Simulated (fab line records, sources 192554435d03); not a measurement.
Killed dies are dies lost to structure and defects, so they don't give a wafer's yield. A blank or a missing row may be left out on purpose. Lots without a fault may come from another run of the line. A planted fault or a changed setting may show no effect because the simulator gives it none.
Chamber matching | flow n5_finfet | N5_BEOL_M10_CURE_71 on uv_cure-01: 3 sister chambers
The step cures SiCOH lowk, time 240 s. 14 wafers are shown with their chamber, then 7 later ones without.

WAFERS WITH THEIR CHAMBER
wafer  | chamber | wafer_temp_C_max | lamp_power_pct (%)
L075.2 | 2       | 386.2            | 52.32
L075.4 | 2       | 386.6            | 52.31
L075.6 | 2       | 385.9            | 52.41
L077.1 | 0       | 386.1            | 52.32
L077.2 | 0       | 386.5            | 52.30
L077.5 | 0       | 385.6            | 52.24
L079.3 | 2       | 385.8            | 52.29
L079.4 | 2       | 386.3            | 52.27
L079.6 | 2       | 386.1            | 52.29
L083.1 | 2       | 385.8            | 52.30
L083.2 | 2       | 386.4            | 52.38
L083.3 | 2       | 386.5            | 52.29
L085.1 | 1       | 387.7            | 52.25
L085.3 | 1       | 387.5            | 52.25

SIGNATURES (means of the wafers above)
reading          | chamber 0 | chamber 1 | chamber 2 | scatter within a chamber
wafer_temp_C_max | 386.067   | 387.600   | 386.178   | 0.322
lamp_power_pct   | 52.2867   | 52.2500   | 52.3178   | 0.0435
Rule: a wafer's distance from a chamber is the root of the sum, over the readings, of the square of ((its reading less the chamber's mean) divided by the reading's scatter). The wafer belongs to the nearest chamber; if the next one is less than 2 further off, it can't be placed. The scatter: the root of (the sum of the squares of (reading less its chamber's mean) over the shown wafers, divided by (wafers less chambers)).

WAFERS WITHOUT THEIR CHAMBER
wafer  | wafer_temp_C_max | lamp_power_pct (%)
L085.5 | 387.3            | 52.33
L086.2 | 386.3            | 52.34
L086.3 | 386.2            | 52.29
L086.6 | 386.3            | 52.31
L087.1 | 387.7            | 52.36
L087.3 | 387.3            | 52.24
L087.6 | 388.0            | 52.28

WHICH CHAMBER EACH WENT THROUGH
wafer  | from the rows above          | in truth
L085.5 | can't be placed: 1 or 2 or 0 | 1
L086.2 | can't be placed: 2 or 0      | 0
L086.3 | can't be placed: 0 or 2      | 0
L086.6 | can't be placed: 2 or 0      | 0
L087.1 | 1                            | 1
L087.3 | 1                            | 1
L087.6 | 1                            | 1
Placed correctly: 3 of 7. Can't be placed from these rows: 4 (the true chamber is among the candidates in 4). Placed wrongly: 0.
